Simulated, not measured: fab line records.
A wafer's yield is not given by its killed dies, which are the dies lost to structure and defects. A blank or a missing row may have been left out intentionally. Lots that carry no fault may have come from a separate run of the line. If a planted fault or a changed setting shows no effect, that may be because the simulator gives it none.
fab line records | flow n5Finfet
record: lots: 5 wafers: 13 lastDay: 19
route steps=1938 shown BEOL_M4@1099 BEOL_M5@1112 PASSIVATION@1936
lots untouched by any fault: they come from a run of this same line in which no faults occurred
startH: hours from the record's opening day to when the first of the lot's shown wafers began | waitH: how many hours have passed since the lot's step before this one | " the same as in the row above | L1.1+2: one row covering several wafers at once | - no value, or no start given | * or withheld: withheld | < > ~ a bound
route shown NAME@n: names a module that has steps shown in the file, with the first one's number in the route | usual: the fault-free wafers' mean and standard deviation | same: alike in all rows | chamber/n: place in a boat | sites: each site's reading | _std_site: how widely they spread, as a standard deviation | _edge_site: outer sites' mean less inner sites' | radiusMm: for every site, how far away it sits from the centre of the wafer | mask NAME#n: copy n | behind: the most recent tool/chamber to have shaped the wafer | hold: what put the lot on hold/how long, in hours/how the hold closed | device: transistor that didn't switch, given as n, p or np | end of line: the same wafers' tests at the end of the route | step lacking rows: just its recipe | killed: count of dies lost to structure and defects at first sort (not the wafer's yield) | map: dies across one wafer; x = killed, . = not, _ = none there
set.NAME: the run value of the setting; set.NAME@STEP: its run value at that earlier step | model.NAME: the simulator's own value behind a step, which no gauge read
lots at some steps of the route; a table a step, a row a wafer
services: from which hour (startH, from the record's first day; less than 0 if before it) a tool's chamber was out of use, for how many hours, and why
== steps ==
step: N5_BEOL_M4_ANNEAL_95
recipe: tempC: 400 timeS: 240 ambient: vacuum
step: N5_BEOL_M4_SPUTTER_96
recipe: material: Cu targetThkA: 45 tempC: -20 chamberPressurePa: 0.07 powerW: withheld timeS: 8.29
step: N5_BEOL_M4_ECD_50
recipe: material: Cu targetThkA: 3000
step: N5_BEOL_M4_ANNEAL_51
recipe: tempC: 225 timeS: 90 ambient: N2
step: N5_BEOL_M4_CMP_52
recipe: stopOn: SiOC tOverpolishS: 6.8 downForcePsi: 1 platenRpm: 50 clearingPlatenDownForcePsi: 1.5 clearingPlatenRpm: 50 postCmpClean: cuAlkaline targetThkNm: 40 clearingPlatenPadVelocityMS: 0.99484 padVelocityMS: 0.99484
step: N5_BEOL_M4_PRE_CLEAN_60
recipe: gas: NH3/H2 timeS: 15 tempC: * rfPowerW: 300
step: N5_BEOL_M4_CO_CAP_55
recipe: material: Co targetThkA: 20 tempC: 200 precursor: CCTBA/H2 pressureTorr: 30 timeS: 102.1
step: N5_BEOL_M4_PRE_CLEAN_56
recipe: gas: NH3 timeS: 15 tempC: withheld rfPowerW: 300
step: N5_BEOL_M4_DEP_57
recipe: material: SiCN targetThkA: 80 tempC: withheld precursor: 3MS/NH3 pressureTorr: 3 rfW: 202 timeS: 14
step: N5_BEOL_M4_RC_MEAS_101
usual: DIBL_N: 36.0/2.2 DIBL_P: 36.2/2.4 IOFF_N: 0.16/0.035 IOFF_P: 0.21/0.037 ION_N: 672/13 ION_P: 461/7 SS_N: 71.4/0.69 SS_P: 73.2/0.75 VT_N: 250/3.4 VT_P: -251/3
columns lot.wafer tool chamber startH waitH DIBL_N[mV/V] DIBL_P[mV/V] IOFF_N[nA/um] IOFF_P[nA/um] ION_N[uA/um] ION_P[uA/um] SS_N[mV/dec] SS_P[mV/dec] VT_N[mV] VT_P[mV]
L857.2 prober-02 0 232.46 0.2 36.4 36.3 0.16 0.22 665 458 70.9 73.9 251 -248
L857.4 " 0 " " 37.4 37.5 0.18 0.23 680 464 71.3 74.3 248 -247
L857.5 " 0 " " 36.0 37.4 0.17 0.25 679 468 71.3 73.8 246 -244
L858.1 prober-02 0 236.73 0.0 33.1 33.9 0.11 0.17 653 452 70.3 72.8 258 -255
L858.4 " 0 " " 36.9 37.4 0.19 0.23 678 466 72.1 73.7 248 -249
L858.6 " 0 " " 37.6 38.0 0.20 0.24 668 458 72.4 74.2 249 -250
L871.1 prober-01 0 304.60 0.0 34.6 33.0 0.12 0.17 667 457 70.9 73.0 254 -252
L871.4 " 0 " " 38.7 38.7 0.21 0.26 688 470 71.4 74.3 244 -249
L871.5 " 0 " " 36.1 36.4 0.15 0.22 680 468 70.7 73.1 249 -249
L873.2 prober-01 0 316.06 0.2 39.2 39.1 0.21 0.23 693 468 72.4 73.8 244 -250
L873.4 " 0 " " 36.1 35.8 0.15 0.18 680 461 70.4 72.9 246 -253
L875.1 prober-02 0 338.03 0.0 31.7 32.4 0.11 0.14 658 455 70.7 72.2 257 -258
L875.2 " 0 " " 32.4 33.1 0.11 0.15 669 459 70.8 72.2 255 -256
step: N5_BEOL_M5_ILD_DEP_00
recipe: material: SiCOH_lowk targetThkA: 1406.4 tempC: 300 precursor: DEMS/porogen pressureTorr: 5 rfW: 500 timeS: 25.9
usual: heaterPowerW: 325/68 showerheadPlenumPTorr: 5.740/0.02 throttleValvePct: 13.6/0.65
columns lot.wafer tool chamber startH waitH heaterPowerW showerheadPlenumPTorr throttleValvePct model.SiCOH_lowk_of_BEOL_M5_ILD_DEP_00.thkNm
L857.2 pecvd-04 0 233.27 0.7 330 5.729 13.1 140
L857.4 " 0 " " 330 5.743 13.3 139.8
L857.5 " 2 " " 286 5.762 13.2 142.8
L858.1 pecvd-02 1 237.69 0.8 310 5.737 14.0 140.2
L858.4 " 0 " " 396 5.702 12.7 140.4
L858.6 " 0 " " 392 5.717 13.0 139.6
L871.1 pecvd-02 0 305.57 0.8 317 5.709 12.7 67.6
L871.4 " 1 " " 306 5.751 14.1 69.6
L871.5 " 0 " " 328 5.725 12.9 143
L873.2 pecvd-02 2 316.87 0.7 397 5.706 14.2 138.2
L873.4 " 1 " " 304 5.749 14.1 69.6
L875.1 pecvd-02 2 339.00 0.8 462 5.716 13.7 63.6
L875.2 " 0 " " 320 5.704 13.0 139.4
step: N5_BEOL_M5_CURE_79
recipe: tempC: 385 timeS: 240 ambient: He/Ar material: SiCOH_lowk
step: N5_BEOL_M5_THK_MEAS_01
recipe: reads: SiCOH_lowk_of_BEOL_M5_ILD_DEP_00
usual: M5_ILD_THK: 120.9/1.7
columns lot.wafer tool chamber startH waitH M5_ILD_THK[nm]
L857.2 filmMetro-01 - 233.92 0.4 120.5
L857.4 " - " " 120.3
L857.5 " - " " 122.9
L858.1 filmMetro-01 - 238.28 0.4 120.7
L858.4 " - " " 120.8
L858.6 " - " " 120.2
L871.1 filmMetro-02 - 306.73 0.4 57.9
L871.4 " - " " 59.6
L871.5 " - " " 123.0
L873.2 filmMetro-01 - 317.44 0.4 118.9
L873.4 " - " " 59.7
L875.1 filmMetro-02 - 339.60 0.4 54.6
L875.2 " - " " 120.1
step: N5_BEOL_M5_PECVD_70
recipe: material: SiO2 targetThkA: 160 tempC: 400 precursor: TEOS/O2 pressureTorr: 5.5 rfW: 450 teosFlowSccm: 53.8 gas: O2 flowSccm: 3000 timeS: 18
step: N5_BEOL_M5_HM_DEP_02
recipe: material: TiN targetThkA: 200 tempC: 25 chamberPressurePa: 0.49996
step: N5_BEOL_M5_COAT_59
recipe: resist: SOC tempC: 250 timeS: 60 spinRpm: 1500 resistThkNm: 60
step: N5_BEOL_M5_COAT_60
recipe: resist: SiARC tempC: 220 timeS: 60 spinRpm: 1500 resistThkNm: 12
step: N5_BEOL_M5_COAT_71
recipe: resist: underlayer tempC: 205 timeS: 60 spinRpm: 1500 resistThkNm: 5
step: N5_BEOL_M5_COAT_05
recipe: resist: CAR-EUV spinRpm: 1500 resistThkNm: 30
step: N5_BEOL_M5_EBR_07
recipe: solvent: PGMEA ebrWidthMm: 1.5
step: N5_BEOL_M5_SOFTBAKE_06
recipe: tempC: 110 timeS: 60 resist: CAR-EUV
step: N5_BEOL_M5_EXPOSE_08
recipe: maskId: M5 na: 0.33 sourceShape: annular sigmaInner: 0.4 sigmaOuter: 0.8 polarization: unpolarized targetCdNm: 28 doseMj: 35.75
step: N5_BEOL_M5_PEB_09
recipe: pebTempC: 100 pebTimeS: 60 resist: CAR-EUV
step: N5_BEOL_M5_DEVELOP_10
recipe: developTimeS: 30 developer: TMAH resist: CAR-EUV rinseLiquid: surfactantRinse dry: airSpin devTempC: 23
step: N5_BEOL_M5_DESCUM_16
recipe: chemistry: O2 timeS: 7 sourcePowerW: 50 biasPowerW: 20 pressureMtorr: 20 rfFrequencyHz: 2.712e+07 tempC: 40 resist: CAR-EUV o2FlowSccm: 225
step: N5_BEOL_M5_ETCH_72
recipe: chemistry: N2/H2 target: underlayer targetDepthA: 65 maskMaterial: CAR-EUV timeS: 5.2 ionEnergyEv: 200 pressureMtorr: 30 sourceW: 840 biasW: 150 n2FlowSccm: 200 h2FlowSccm: 200 ends: cleared
step: N5_BEOL_M5_ETCH_61
recipe: chemistry: CF4 target: SiARC targetDepthA: 156 maskMaterial: CAR-EUV timeS: 26 ionEnergyEv: 80 pressureMtorr: 40 sourceW: 545 biasW: 36 Ar_flow_sccm: 100 cf4FlowSccm: 100 ends: cleared
step: N5_BEOL_M5_ETCH_62
recipe: chemistry: N2/H2 target: SOC targetDepthA: 750 overetchA: 150 maskMaterial: SiARC tempC: 40 timeS: 112.5 ionEnergyEv: 200 pressureMtorr: 30 sourceW: 840 biasW: 150 n2FlowSccm: 200 h2FlowSccm: 200
step: N5_BEOL_M5_STRIP_63
recipe: chemistry: N2/H2 tempC: 40 n2FlowSccm: 200 h2FlowSccm: 200 rfFrequencyHz: 6e+07
step: N5_BEOL_M5_STRIP_73
recipe: chemistry: N2/H2 tempC: 40 n2FlowSccm: 200 h2FlowSccm: 200 rfFrequencyHz: 6e+07
step: N5_BEOL_M5_STRIP_64
recipe: chemistry: CF4 resist: SiARC powerW: 300 biasPowerW: 75 pressureMtorr: 50 cf4FlowSccm: 150 rfFrequencyHz: 6e+07
step: N5_BEOL_M5_HM_OPEN_17
recipe: chemistry: Cl2/BCl3 targetDepthA: 200 overetchA: 60 target: TiN maskMaterial: SOC ionEnergyEv: 150 pressureMtorr: 10 icpW: 1000 biasW: 126 Cl2_flow_sccm: 53.25 bcl3FlowSccm: 21.75 Ar_flow_sccm: 25
step: N5_BEOL_M5_STRIP_19
recipe: chemistry: O2 powerW: 400 tempC: 40 pressureMtorr: 30 rfFrequencyHz: 6e+07 biasPowerW: 0 overashFraction: 0.2 o2FlowSccm: 225
step: N5_BEOL_M5_COAT_65
recipe: resist: SOC tempC: 250 timeS: 60 spinRpm: 1500 resistThkNm: 60
step: N5_BEOL_M5_COAT_66
recipe: resist: SiARC tempC: 220 timeS: 60 spinRpm: 1500 resistThkNm: 12
step: N5_BEOL_M5_CMP_52
recipe: stopOn: SiCOH_lowk tOverpolishS: 6.9 downForcePsi: 1 platenRpm: 50 clearingPlatenDownForcePsi: 1.5 clearingPlatenRpm: 50 postCmpClean: cuAlkaline targetThkNm: 62 clearingPlatenPadVelocityMS: 0.99484 padVelocityMS: 0.99484
usual: motorCurrentA: 5.9/0.64 retainingRingPressureFrac: 1.000/0.0051
columns lot.wafer tool chamber startH waitH motorCurrentA retainingRingPressureFrac model.SiCOH_lowk_of_BEOL_M5_ILD_DEP_00.thkNm
L857.2 cmp-04 1 245.50 0.2 6.4 1.001 117.4
L857.4 " 2 " " 6.4 0.989 117.2
L857.5 " 1 " " 6.3 1.002 120
L858.1 cmp-01 1 250.39 0.3 5.0 0.997 117.6
L858.4 " 2 " " 5.9 1.001 117.8
L858.6 " 0 " " 5.3 1.004 117
L871.1 cmp-03 0 324.27 0.5 5.8 1.009 54.8
L871.4 " 1 " " 5.6 1.006 56.6
L871.5 " 2 " " 5.3 0.990 120
L873.4 cmp-03 2 328.22 0.1 5.3 1.003 56.6
L873.2 " 0 " " 5.5 0.996 116
L875.1 cmp-04 2 349.06 0.5 6.3 0.998 51.6
L875.2 " 3 " " 5.8 1.001 117
step: N5_PASSIVATION_PROBE_49
usual: defectLimitedYield: 91.2/1.4 killed_at_M0_to_M3: 34/9.4 killed_at_M4_up: 14/5.6 killedAtContacts: 13/7.8 killedAtFrontEnd: 37/10 killedAtOther: 4/3.3 killedDies: 103/17 killedOnRim: 14/3.5 killedOpen: 68/13 killedShort: 33/8.2 sort_bin_5_function: 5.1/0.92 sort_bin_6_memory: 3.3/0.71 sortNPass: 1077/17 sortYieldPct: 91.2/1.4
same: grossDies: 1180 killedAtBackSide: 0 sort_bin_4_leakage[%]: 0 sort_bin_8_speed[%]: 0
columns lot.wafer tool chamber startH waitH defectLimitedYield[%] killed_at_M0_to_M3 killed_at_M4_up killedAtContacts killedAtFrontEnd killedAtOther killedDies killedOnRim killedOpen killedShort sort_bin_5_function[%] sort_bin_6_memory[%] sortNPass sortYieldPct[%]
L857.2 prober-01 - 334.04 0.1 91.7 22 12 22 38 4 98 15 61 29 4.2 3.3 1082 91.7
L857.4 prober-01 - 334.14 0.2 92.2 19 23 17 32 1 92 8 69 21 4.4 3.1 1088 92.2
L857.5 prober-01 - 334.19 0.2 90.1 41 25 20 30 1 117 17 87 26 6.1 3.6 1063 90.1
L858.1 prober-01 - 342.57 0.0 90.2 25 20 12 58 1 116 11 82 31 5.7 4.0 1064 90.2
L858.4 prober-01 - 342.72 0.2 91.9 44 12 9 26 4 95 13 62 31 4.6 3.1 1085 91.9
L858.6 prober-01 - 342.82 0.3 90.5 27 21 15 45 4 112 15 77 31 5.8 3.3 1068 90.5
L871.1 prober-02 - 412.84 0.0 0.2 40 1095 11 28 4 1178 152 55 35 3.9 3.6 2 0.2
L871.4 prober-02 - 412.99 0.2 0 32 1114 7 22 5 1180 152 51 28 4.1 2.4 0 0
L871.5 prober-02 - 413.04 0.2 92.9 29 19 9 24 3 84 14 58 26 4.5 2.5 1096 92.9
L873.2 prober-01 - 435.01 0.1 93.6 17 10 4 36 9 76 15 51 22 3.9 2.0 1104 93.6
L873.4 prober-01 - 435.11 0.2 0.2 38 1077 26 24 13 1178 152 87 38 7.0 3.2 2 0.2
L875.1 prober-02 - 452.51 0.0 0 27 1114 3 32 4 1180 152 41 32 3.6 2.2 0 0
killed by level:class
L857.2 MOL_CONTACT_COAG:geometricParticle:open=16 GATE_CUT:geometricParticle:short=12 FIN_SAQP:geometricParticle:open=8 MOL_CONTACT_COAG:geometricParticle:short=6 BEOL_M2:geometricParticle:open=6 BEOL_M3:geometricParticle:open=6 HKMG_FIN:areaEtch=6 BEOL_M0_SAQP:geometricParticle:open=4
L857.4 MOL_CONTACT_COAG:geometricParticle:open=14 BEOL_M4:geometricParticle:open=9 FIN_SAQP:geometricParticle:open=8 BEOL_M2:geometricParticle:open=6 STARTING-WAFER:geometricParticle:open=5 DUMMY_GATE:geometricParticle:open=4 BEOL_M0_SAQP:geometricParticle:open=4 FIN_SAQP:geometricParticle:short=3
L857.5 MOL_CONTACT_COAG:geometricParticle:open=15 FIN_SAQP:geometricParticle:open=12 BEOL_M3:geometricParticle:open=8 BEOL_M0_SAQP:geometricParticle:open=8 BEOL_M2:geometricParticle:open=8 BEOL_M4:geometricParticle:open=8 BEOL_M1:geometricParticle:open=6 BEOL_M5:geometricParticle:open=6
L858.1 MOL_CONTACT_COAG:geometricParticle:open=11 FIN_SAQP:geometricParticle:short=10 FIN_SAQP:geometricParticle:open=9 STI_FIN_REVEAL:geometricParticle:open=9 GATE_CUT:geometricParticle:open=8 BEOL_M4:geometricParticle:open=8 BEOL_M2:geometricParticle:open=6 GATE_CUT:geometricParticle:short=5
L858.4 BEOL_M3:geometricParticle:open=12 BEOL_M0_SAQP:geometricParticle:open=11 FIN_SAQP:geometricParticle:short=9 BEOL_M0_SAQP:geometricParticle:short=9 MOL_CONTACT_COAG:geometricParticle:open=9 BEOL_M2:geometricParticle:open=7 FIN_SAQP:geometricParticle:open=5 BEOL_M4:geometricParticle:open=4
L858.6 MOL_CONTACT_COAG:geometricParticle:open=12 STI_FIN_REVEAL:geometricParticle:open=11 BEOL_M3:geometricParticle:open=8 BEOL_M4:geometricParticle:open=8 FIN_SAQP:geometricParticle:short=6 FIN_SAQP:geometricParticle:open=5 BEOL_M2:geometricParticle:open=5 BEOL_M0_SAQP:geometricParticle:open=4
L871.1 BEOL_M5:areaDep=1086 BEOL_M0_SAQP:geometricParticle:short=13 BEOL_M0_SAQP:geometricParticle:open=12 MOL_CONTACT_COAG:geometricParticle:open=10 BEOL_M4:geometricParticle:open=6 STI_FIN_REVEAL:geometricParticle:open=5 FIN_SAQP:geometricParticle:open=4 ILD0:geometricParticle:open=3
L871.4 BEOL_M5:areaDep=1100 BEOL_M0_SAQP:geometricParticle:open=11 BEOL_M0_SAQP:geometricParticle:short=9 BEOL_M4:geometricParticle:open=8 MOL_CONTACT_COAG:geometricParticle:open=7 BEOL_M3:geometricParticle:open=7 FIN_SAQP:geometricParticle:short=4 PASS1_CAP:geometricParticle:short=4
L871.5 BEOL_M4:geometricParticle:open=10 BEOL_M0_SAQP:geometricParticle:open=9 BEOL_M0_SAQP:geometricParticle:short=8 MOL_CONTACT_COAG:geometricParticle:open=7 FIN_SAQP:geometricParticle:open=5 STI_FIN_REVEAL:geometricParticle:open=4 GATE_CUT:geometricParticle:open=4 BEOL_M1:geometricParticle:open=4
L873.2 PAD_METAL:geometricParticle:open=7 BEOL_M4:geometricParticle:open=6 FIN_SAQP:geometricParticle:open=5 BEOL_M0_SAQP:geometricParticle:short=5 STARTING-WAFER:geometricParticle:short=5 STI_FIN_REVEAL:geometricParticle:open=4 GATE_CUT:geometricParticle:short=4 BEOL_M3:geometricParticle:open=4
L873.4 BEOL_M5:areaDep=1053 MOL_CONTACT_COAG:geometricParticle:open=24 BEOL_M4:geometricParticle:open=13 BEOL_M2:geometricParticle:open=9 BEOL_M0_SAQP:geometricParticle:open=7 BEOL_M0_SAQP:geometricParticle:short=6 BEOL_M1:geometricParticle:open=6 BEOL_M3:geometricParticle:short=5
L875.1 BEOL_M5:areaDep=1107 STI_FIN_REVEAL:geometricParticle:open=7 BEOL_M2:geometricParticle:open=7 FIN_SAQP:geometricParticle:short=6 BEOL_M0_SAQP:geometricParticle:short=5 FIN_SAQP:geometricParticle:open=4 BEOL_M0_SAQP:geometricParticle:open=4 BEOL_M2:geometricParticle:short=4
map L871.4 (x killed, . not)
_________________xxxxxxxxxxxx________________
______________xxxxxxxxxxxxxxxxxx_____________
___________xxxxxxxxxxxxxxxxxxxxxxxx__________
__________xxxxxxxxxxxxxxxxxxxxxxxxxx_________
________xxxxxxxxxxxxxxxxxxxxxxxxxxxxxx_______
_______xxxxxxxxxxxxxxxxxxxxxxxxxxxxxxxx______
______xxxxxxxxxxxxxxxxxxxxxxxxxxxxxxxxxx_____
_____xxxxxxxxxxxxxxxxxxxxxxxxxxxxxxxxxxxx____
____xxxxxxxxxxxxxxxxxxxxxxxxxxxxxxxxxxxxxx___
___xxxxxxxxxxxxxxxxxxxxxxxxxxxxxxxxxxxxxxxx__
___xxxxxxxxxxxxxxxxxxxxxxxxxxxxxxxxxxxxxxxx__
__xxxxxxxxxxxxxxxxxxxxxxxxxxxxxxxxxxxxxxxxxx_
__xxxxxxxxxxxxxxxxxxxxxxxxxxxxxxxxxxxxxxxxxx_
_xxxxxxxxxxxxxxxxxxxxxxxxxxxxxxxxxxxxxxxxxxxx
_xxxxxxxxxxxxxxxxxxxxxxxxxxxxxxxxxxxxxxxxxxxx
_xxxxxxxxxxxxxxxxxxxxxxxxxxxxxxxxxxxxxxxxxxxx
_xxxxxxxxxxxxxxxxxxxxxxxxxxxxxxxxxxxxxxxxxxxx
_xxxxxxxxxxxxxxxxxxxxxxxxxxxxxxxxxxxxxxxxxxxx
_xxxxxxxxxxxxxxxxxxxxxxxxxxxxxxxxxxxxxxxxxxxx
_xxxxxxxxxxxxxxxxxxxxxxxxxxxxxxxxxxxxxxxxxxxx
_xxxxxxxxxxxxxxxxxxxxxxxxxxxxxxxxxxxxxxxxxxxx
__xxxxxxxxxxxxxxxxxxxxxxxxxxxxxxxxxxxxxxxxxx_
__xxxxxxxxxxxxxxxxxxxxxxxxxxxxxxxxxxxxxxxxxx_
___xxxxxxxxxxxxxxxxxxxxxxxxxxxxxxxxxxxxxxxx__
___xxxxxxxxxxxxxxxxxxxxxxxxxxxxxxxxxxxxxxxx__
____xxxxxxxxxxxxxxxxxxxxxxxxxxxxxxxxxxxxxx___
_____xxxxxxxxxxxxxxxxxxxxxxxxxxxxxxxxxxxx____
______xxxxxxxxxxxxxxxxxxxxxxxxxxxxxxxxxx_____
_______xxxxxxxxxxxxxxxxxxxxxxxxxxxxxxxx______
________xxxxxxxxxxxxxxxxxxxxxxxxxxxxxx_______
__________xxxxxxxxxxxxxxxxxxxxxxxxxx_________
___________xxxxxxxxxxxxxxxxxxxxxxxx__________
______________xxxxxxxxxxxxxxxxxx_____________
_________________xxxxxxxxxxxx________________
map L873.4 (x killed, . not)
_________________xxxxxxxxxxxx________________
______________xxxxxxxxxxxxxxxxxx_____________
___________xxxxxxxxxxxxxxxxxxxxxxxx__________
__________xxxxxxxxxxxxxxxxxxxxxxxxxx_________
________xxxxxxxxxxxxxxxxxxxxxxxxxxxxxx_______
_______xxxxxxxxxxxxxxxxxxxxxxxxxxxxxxxx______
______xxxxxxxxxxxxxxxxxxxxxxxxxxxxxxxxxx_____
_____xxxxxxxxxxxxxxxxxxxxxxxxxxxxxxxxxxxx____
____xxxxxxxxxxxxxxxxxxxxxxxxxxxxxxxxxxxxxx___
___xxxxxxxxxxxxxxxxxxxxxxxxxxxxxxxxxxxxxxxx__
___xxxxxxxxxxxxxxxxxxxxxxxxxxxxxxxxxxxxxxxx__
__xxxxxxxxxxxxxxxxxxxxxxxxxxxxxxxxxxxxxxxxxx_
__xxxxxxxxxxxxxxxxxxxxxxxxxxxxxxxxxxxxxxxxxx_
_xxxxxxxxxxxxxxxxxxxxxxxxxxxxxxxxxxxxxxxxxxxx
_xxxxxxxxxxxxxxxxxxxxxxxxxxxxxxxxxxxxxxxxxxxx
_xxxxxxxxxxxxxxxxxxxxxxxxxxxxxxxxxxxxxxxxxxxx
_xxxxxxxxxxxxxxxxxxxxxxxxxxxxxxxxxxxxxxxxxxxx
_xxxxxxxxxxxxxx.xxxxxxxxxxxxxxxxxxxxxxxxxxxxx
_xxxxxxxxxxxxxxxxxxxxxxxxxxxxxxxxxxxxxx.xxxxx
_xxxxxxxxxxxxxxxxxxxxxxxxxxxxxxxxxxxxxxxxxxxx
_xxxxxxxxxxxxxxxxxxxxxxxxxxxxxxxxxxxxxxxxxxxx
__xxxxxxxxxxxxxxxxxxxxxxxxxxxxxxxxxxxxxxxxxx_
__xxxxxxxxxxxxxxxxxxxxxxxxxxxxxxxxxxxxxxxxxx_
___xxxxxxxxxxxxxxxxxxxxxxxxxxxxxxxxxxxxxxxx__
___xxxxxxxxxxxxxxxxxxxxxxxxxxxxxxxxxxxxxxxx__
____xxxxxxxxxxxxxxxxxxxxxxxxxxxxxxxxxxxxxx___
_____xxxxxxxxxxxxxxxxxxxxxxxxxxxxxxxxxxxx____
______xxxxxxxxxxxxxxxxxxxxxxxxxxxxxxxxxx_____
_______xxxxxxxxxxxxxxxxxxxxxxxxxxxxxxxx______
________xxxxxxxxxxxxxxxxxxxxxxxxxxxxxx_______
__________xxxxxxxxxxxxxxxxxxxxxxxxxx_________
___________xxxxxxxxxxxxxxxxxxxxxxxx__________
______________xxxxxxxxxxxxxxxxxx_____________
_________________xxxxxxxxxxxx________________
== services ==
columns tool chamber startH hours kind
pecvd-02 2 212.45 - clean
pecvd-02 2 212.45 - consumableReplace:showerhead
pecvd-02 2 212.45 29.0 scheduledDown
pecvd-02 2 212.45 29.0 ventCycle
cmp-04 - 223.01 2.0 repair
pecvd-04 - 224.36 1.5 repair
cmp-03 - 241.72 4.0 pm
cmp-03 - 245.72 - consumableReplace:conditioner
cmp-03 - 245.72 - consumableReplace:pad
cmp-04 - 247.92 6.8 repair
cmp-03 - 248.25 0.3 repair
cmp-04 - 255.67 2.2 repair
cmp-01 - 268.06 1.7 repair
cmp-01 - 271.17 4.0 pm
cmp-03 - 290.81 6.8 pm
pecvd-04 - 305.66 14.0 repair
cmp-03 - 320.15 1.3 repair
cmp-01 - 322.99 7.6 pm
cmp-04 - 323.67 4.0 pm
pecvd-02 1 324.87 29.1 repair
cmp-04 - 327.67 - consumableReplace:conditioner
cmp-04 - 327.67 - consumableReplace:pad
== key ==
firstSign: step: N5_BEOL_M5_THK_MEAS_01 reading: M5_ILD_THK direction: down sigmas: 38 usual: 120.9 struck: 57.9
effect: step: N5_PASSIVATION_PROBE_49 reading: killed_at_M4_up direction: up sigmas: 99+ usual: 14 struck: 1100
modelEffect: step: N5_BEOL_M5_ILD_DEP_00 value: SiCOH_lowk_of_BEOL_M5_ILD_DEP_00.thkNm without: 141 struck: 67.6
modelEffect: step: N5_BEOL_M5_CMP_52 value: SiCOH_lowk_of_BEOL_M5_ILD_DEP_00.thkNm without: 118.2 struck: 54.9
moreKillsBornAt: N5_BEOL_M5_ILD_DEP_00@pecvd-02: 4346
metAt N5_BEOL_M5_ILD_DEP_00
struckWafers L871.1,L871.4,L873.4,L875.1
laterRowsLeftOut L871.1,L871.4,L873.4,L875.1
onsetBetween 237.69 305.57
fault: kind: processParameterDrift tool: pecvd-02 chamber: - onsetH: 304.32 steps: N5_BEOL_M5_ILD_DEP_00 channel: timeS offset: * shape: step endH: 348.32 scope: struckWafersOnly actsIn: * stated: *
laterRowsLeftOut: the simulator's readings of these wafers behind a module that went badly wrong aren't trusted and aren't shown, but for the sort
